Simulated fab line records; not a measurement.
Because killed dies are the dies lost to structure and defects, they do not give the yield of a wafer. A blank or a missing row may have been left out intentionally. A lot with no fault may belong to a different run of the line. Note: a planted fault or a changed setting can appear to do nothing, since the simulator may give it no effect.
The tool behind it: which one? | flow n5 finfet | 72 wafers from 24 lots sampled at 5 of the route's 1938 steps

== WHAT THE GAUGES READ, wafer by wafer ==
N5_BEOL_M11_INSPECT_58: inspects for defects (darkfield).
lot  | measured     | on                | raw defect count
L076 | day 12 07:35 | defect inspect-02 | 103 116 65
L078 | day 12 20:32 | defect inspect-02 | 37 79 39
L074 | day 13 01:12 | defect inspect-01 | 108 57 50
L077 | day 13 05:13 | defect inspect-01 | 72 56 81
L079 | day 13 08:09 | defect inspect-02 | 57 105 79
L080 | day 13 08:19 | defect inspect-01 | 84 63 53
L075 | day 13 14:11 | defect inspect-02 | 121 87 117
L081 | day 14 01:47 | defect inspect-01 | 142 59 107
L083 | day 14 08:08 | defect inspect-01 | 48 88 57
L082 | day 14 16:26 | defect inspect-02 | 54 43 70
L086 | day 15 09:31 | defect inspect-02 | 103 96 163
L084 | day 15 15:46 | defect inspect-01 | 45 44 50
L085 | day 15 20:00 | defect inspect-02 | 80 90 125
L087 | day 15 19:44 | defect inspect-02 | 97 76 66
L088 | day 16 12:43 | defect inspect-01 | 111 69 105
L089 | day 16 13:01 | defect inspect-02 | 77 78 60
L091 | day 16 13:35 | defect inspect-02 | 82 41 83
L094 | day 16 16:02 | defect inspect-02 | 52 54 40
L090 | day 16 20:07 | defect inspect-02 | 86 73 58
L092 | day 17 01:49 | defect inspect-02 | 70 78 53
L093 | day 17 07:04 | defect inspect-01 | 80 62 43
L095 | day 18 11:29 | defect inspect-01 | 78 77 81
L096 | day 18 12:28 | defect inspect-01 | 37 53 37
L097 | day 19 08:24 | defect inspect-02 | 65 68 74

N5_BEOL_M12_CD_MEAS_10: the cd target is 140 nm.
lot  | measured     | on        | cd nm (nm)
L076 | day 12 08:04 | cd sem-03 | 144.3 140.7 142.0
L078 | day 13 06:32 | cd sem-02 | 140.5 140.6 140.7
L074 | day 13 06:41 | cd sem-02 | 139.2 139.7 140.4
L077 | day 13 06:43 | cd sem-03 | 141.7 139.8 143.4
L079 | day 13 08:38 | cd sem-02 | 141.4 139.1 137.9
L080 | day 13 08:49 | cd sem-01 | 138.2 139.0 141.6
L075 | day 13 16:02 | cd sem-03 | 141.5 139.3 141.7
L081 | day 14 02:16 | cd sem-03 | 140.8 139.8 141.5
L083 | day 14 08:44 | cd sem-03 | 140.7 140.0 143.2
L082 | day 14 16:54 | cd sem-02 | 139.0 139.7 139.4
L086 | day 15 10:00 | cd sem-03 | 139.0 140.1 139.2
L084 | day 15 16:22 | cd sem-03 | 143.6 143.5 141.7
L085 | day 15 20:34 | cd sem-02 | 141.4 141.4 142.8
L087 | day 15 20:20 | cd sem-01 | 142.0 140.5 141.7
L088 | day 16 13:19 | cd sem-03 | 141.1 139.6 145.2
L089 | day 16 13:37 | cd sem-01 | 139.5 143.5 140.8
L091 | day 16 14:07 | cd sem-02 | 139.7 139.0 140.2
L094 | day 16 16:41 | cd sem-01 | 140.3 138.7 140.7
L090 | day 16 20:38 | cd sem-03 | 140.1 142.1 139.0
L092 | day 17 02:20 | cd sem-03 | 141.6 142.2 140.3
L093 | day 17 07:40 | cd sem-03 | 141.0 142.7 139.4
L095 | day 18 12:04 | cd sem-02 | 142.1 142.7 141.3
L096 | day 18 12:56 | cd sem-01 | 138.3 140.9 140.4
L097 | day 19 08:59 | cd sem-02 | 141.0 140.2 141.4

N5_BEOL_M12_CD_MEAS_28: the cd target is 160.2 nm.
lot  | measured     | on        | cd nm (nm)
L076 | day 12 08:58 | cd sem-02 | 160.9 158.8 161.5
L078 | day 13 07:34 | cd sem-01 | 159.4 160.7 160.5
L074 | day 13 07:40 | cd sem-01 | 160.9 160.9 159.9
L077 | day 13 07:42 | cd sem-02 | 160.9 162.4 162.1
L079 | day 13 10:04 | cd sem-02 | 157.7 160.8 159.5
L080 | day 13 10:06 | cd sem-03 | 159.2 158.3 157.6
L075 | day 13 17:06 | cd sem-01 | 160.7 161.3 159.7
L081 | day 14 03:17 | cd sem-03 | 158.6 160.6 162.1
L083 | day 14 09:46 | cd sem-02 | 158.8 159.1 156.7
L082 | day 14 17:49 | cd sem-02 | 163.3 161.8 159.8
L086 | day 15 11:16 | cd sem-02 | 159.6 157.7 161.2
L084 | day 15 17:24 | cd sem-01 | 161.1 160.7 160.5
L085 | day 15 21:41 | cd sem-03 | 160.0 159.7 159.8
L087 | day 15 21:14 | cd sem-01 | 160.7 161.6 160.9
L088 | day 16 14:21 | cd sem-01 | 159.7 160.2 161.5
L089 | day 16 14:37 | cd sem-01 | 161.1 160.4 159.8
L091 | day 16 15:09 | cd sem-01 | 159.0 159.9 158.5
L094 | day 16 17:39 | cd sem-01 | 159.8 158.8 160.3
L090 | day 16 21:39 | cd sem-03 | 161.6 159.6 160.2
L092 | day 17 03:15 | cd sem-02 | 159.5 160.8 158.0
L093 | day 17 08:34 | cd sem-01 | 161.2 160.6 158.9
L095 | day 18 13:13 | cd sem-01 | 160.5 162.2 159.5
L096 | day 18 13:51 | cd sem-03 | 161.9 161.9 161.1
L097 | day 19 09:56 | cd sem-02 | 162.6 161.9 160.3

== TOOL THAT RAN EACH LOT (tool first, then ch and the chambers of the sampled wafers, then the start) ==
lot  | N5_BEOL_M11_CURE_72           | N5_BEOL_M11_SPUTTER_48
L076 | uv cure-01 ch 0, day 12 04:56 | pvd sputter-02, day 12 06:37
L078 | uv cure-01 ch 2, day 12 18:06 | pvd sputter-03, day 12 19:23
L074 | uv cure-02 ch 1, day 12 22:36 | pvd sputter-01, day 13 00:11
L077 | uv cure-02 ch 2, day 13 02:32 | pvd sputter-02, day 13 04:14
L079 | uv cure-03 ch 1, day 13 05:04 | pvd sputter-02, day 13 07:08
L080 | uv cure-01 ch 1, day 13 05:28 | pvd sputter-02, day 13 07:19
L075 | uv cure-01 ch 2, day 13 12:04 | pvd sputter-01, day 13 13:12
L081 | uv cure-02 ch 2, day 13 23:37 | pvd sputter-02, day 14 00:49
L083 | uv cure-01 ch 0, day 14 05:45 | pvd sputter-01, day 14 06:42
L082 | uv cure-03 ch 1, day 14 13:07 | pvd sputter-03, day 14 15:18
L086 | uv cure-02 ch 0, day 15 06:21 | pvd sputter-02, day 15 08:04
L084 | uv cure-03 ch 0, day 15 13:10 | pvd sputter-01, day 15 14:21
L085 | uv cure-03 ch 1, day 15 17:23 | pvd sputter-03, day 15 18:37
L087 | uv cure-02 ch 2, day 15 17:32 | pvd sputter-02, day 15 18:22
L088 | uv cure-03 ch 2, day 16 10:01 | pvd sputter-03, day 16 11:26
L089 | uv cure-03 ch 2, day 16 10:20 | pvd sputter-01, day 16 11:39
L091 | uv cure-02 ch 1, day 16 11:34 | pvd sputter-01, day 16 12:37
L094 | uv cure-01 ch 2, day 16 13:32 | pvd sputter-01, day 16 15:04
L090 | uv cure-02 ch 1, day 16 16:53 | pvd sputter-03, day 16 18:57
L092 | uv cure-03 ch 0, day 16 23:28 | pvd sputter-03, day 17 00:47
L093 | uv cure-02 ch 0, day 17 04:15 | pvd sputter-03, day 17 05:57
L095 | uv cure-02 ch 0, day 18 09:11 | pvd sputter-03, day 18 10:31
L096 | uv cure-01 ch 1, day 18 09:33 | pvd sputter-03, day 18 11:29
L097 | uv cure-01 ch 2, day 19 05:38 | pvd sputter-02, day 19 07:23
- N5_BEOL_M11_CURE_72: cures SiCOH lowk, time 120 s.
- N5_BEOL_M11_SPUTTER_48: material Cu, target thk 12 nm, time 2 s.

== WHAT THE TOOLS THEMSELVES READ (means of the sampled wafers that have a number; where no wafer has one, the mark that the record gives instead) ==
N5_BEOL_M11_CURE_72.
lot  | tool       | lamp power pct (%) | wafer_temp_C_max
L076 | uv cure-01 | 52.32              | 371.4
L078 | uv cure-01 | 52.32              | 371.2
L074 | uv cure-02 | 52.36              | 372.8
L077 | uv cure-02 | 52.32              | 371.4
L079 | uv cure-03 | 52.33              | 372.0
L080 | uv cure-01 | 52.35              | 371.4
L075 | uv cure-01 | 52.25              | 371.2
L081 | uv cure-02 | 52.30              | 371.6
L083 | uv cure-01 | 52.26              | 371.3
L082 | uv cure-03 | 52.35              | 372.3
L086 | uv cure-02 | 52.33              | 371.4
L084 | uv cure-03 | 52.37              | 371.8
L085 | uv cure-03 | 52.30              | 371.6
L087 | uv cure-02 | 52.23              | 371.2
L088 | uv cure-03 | 52.27              | 371.4
L089 | uv cure-03 | 52.32              | 371.6
L091 | uv cure-02 | 52.31              | 372.7
L094 | uv cure-01 | 52.32              | 371.4
L090 | uv cure-02 | 52.33              | 372.4
L092 | uv cure-03 | 52.32              | 372.0
L093 | uv cure-02 | 52.30              | 371.3
L095 | uv cure-02 | 52.31              | 371.8
L096 | uv cure-01 | 52.32              | 371.3
L097 | uv cure-01 | 52.32              | 370.9

N5_BEOL_M11_SPUTTER_48.
lot  | tool           | throttle valve pct (%)
L076 | pvd sputter-02 | 29.1
L078 | pvd sputter-03 | 29.7
L074 | pvd sputter-01 | 30.1
L077 | pvd sputter-02 | 29.8
L079 | pvd sputter-02 | 29.2
L080 | pvd sputter-02 | 29.3
L075 | pvd sputter-01 | 30.8
L081 | pvd sputter-02 | 29.7
L083 | pvd sputter-01 | 30.5
L082 | pvd sputter-03 | 30.0
L086 | pvd sputter-02 | 29.3
L084 | pvd sputter-01 | 29.9
L085 | pvd sputter-03 | 30.0
L087 | pvd sputter-02 | 29.4
L088 | pvd sputter-03 | 30.5
L089 | pvd sputter-01 | 30.1
L091 | pvd sputter-01 | 29.2
L094 | pvd sputter-01 | 29.8
L090 | pvd sputter-03 | 30.9
L092 | pvd sputter-03 | 30.1
L093 | pvd sputter-03 | 30.6
L095 | pvd sputter-03 | 30.0
L096 | pvd sputter-03 | 29.6
L097 | pvd sputter-02 | 28.7

== THE ANSWER, worked out from the rows above alone ==
Rule: what is usual is taken from the lots themselves. Put in order of their means at a reading, lots are off if they are a third of the lots or fewer, leave a main group of 4 or more, and stand apart from it by a gap of 3 or more times the standard deviation of the main group's means; of several such gaps the widest counts. A main group whose means are all the same, to the digits that the tables above print for the reading, isn't used. Also off: a lot with no number at a reading for which 4 or more lots have one. Where the step has rows for the other lots, those lots are counted as sound. After the gauges, taken in route order, come the tools' own readings; for these a lot's mean is taken, as printed above. The first step at which some lot is off is used, and at that step the reading that is off furthest; a lot without a number counts as furthest.
Nothing can be told from this: no lot is off at any reading shown.

== WHAT THE SIMULATOR PUT IN ==
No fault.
